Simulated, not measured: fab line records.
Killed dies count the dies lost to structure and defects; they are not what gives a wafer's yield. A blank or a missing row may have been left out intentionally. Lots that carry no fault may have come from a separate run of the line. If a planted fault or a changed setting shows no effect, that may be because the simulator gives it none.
Matching of chambers / flow nand-harc / NHARC_A_STAIRCASE_DEP_259 on pecvd-02 has 3 sister chambers
The step deposits SiON, target thk 30 nm. 6 wafers are shown with their chamber, then 8 later ones without.

== WAFERS PAIRED WITH THEIR CHAMBERS ==
wafer=L086.2; chamber=2; heater-power-w (W)=694
wafer=L086.6; chamber=1; heater-power-w (W)=679
wafer=L090.1; chamber=2; heater-power-w (W)=784
wafer=L090.5; chamber=1; heater-power-w (W)=600
wafer=L090.6; chamber=0; heater-power-w (W)=710
wafer=L093.1; chamber=0; heater-power-w (W)=722

== WAFERS WHOSE CHAMBER IS MISSING ==
wafer=L093.3; heater-power-w (W)=680
wafer=L093.4; heater-power-w (W)=678
wafer=L097.1; heater-power-w (W)=740
wafer=L097.2; heater-power-w (W)=608
wafer=L097.3; heater-power-w (W)=701
wafer=L097.4; heater-power-w (W)=704
wafer=L097.5; heater-power-w (W)=746
wafer=L097.6; heater-power-w (W)=606

== EACH ONE'S CHAMBER ==
wafer=L093.3; from the rows above=can't be placed: 0 or 1 or 2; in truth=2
wafer=L093.4; from the rows above=can't be placed: 0 or 1 or 2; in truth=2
wafer=L097.1; from the rows above=can't be placed: 2 or 0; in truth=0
wafer=L097.2; from the rows above=can't be placed: 1 or 0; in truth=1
wafer=L097.3; from the rows above=can't be placed: 0 or 2 or 1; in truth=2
wafer=L097.4; from the rows above=can't be placed: 0 or 2 or 1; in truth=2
wafer=L097.5; from the rows above=can't be placed: 2 or 0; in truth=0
wafer=L097.6; from the rows above=can't be placed: 1 or 0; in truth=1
Placed correctly: 0 of 8. These rows do not allow placing 8 (true chamber among the candidates in 8). 0 placed wrongly.
How it was worked out, from the rows above alone: a wafer's distance from a chamber is the root of the sum, over the readings, of the square of ((its reading less the chamber's mean) divided by the reading's scatter). If the next closest chamber is less than 2 further off than the closest, the wafer can't be placed; otherwise it belongs to the closest. Each chamber's mean is taken over the wafers shown for it. The scatter: the root of (the sum of the squares of (reading less its chamber's mean) over the shown wafers, divided by (wafers less chambers)).
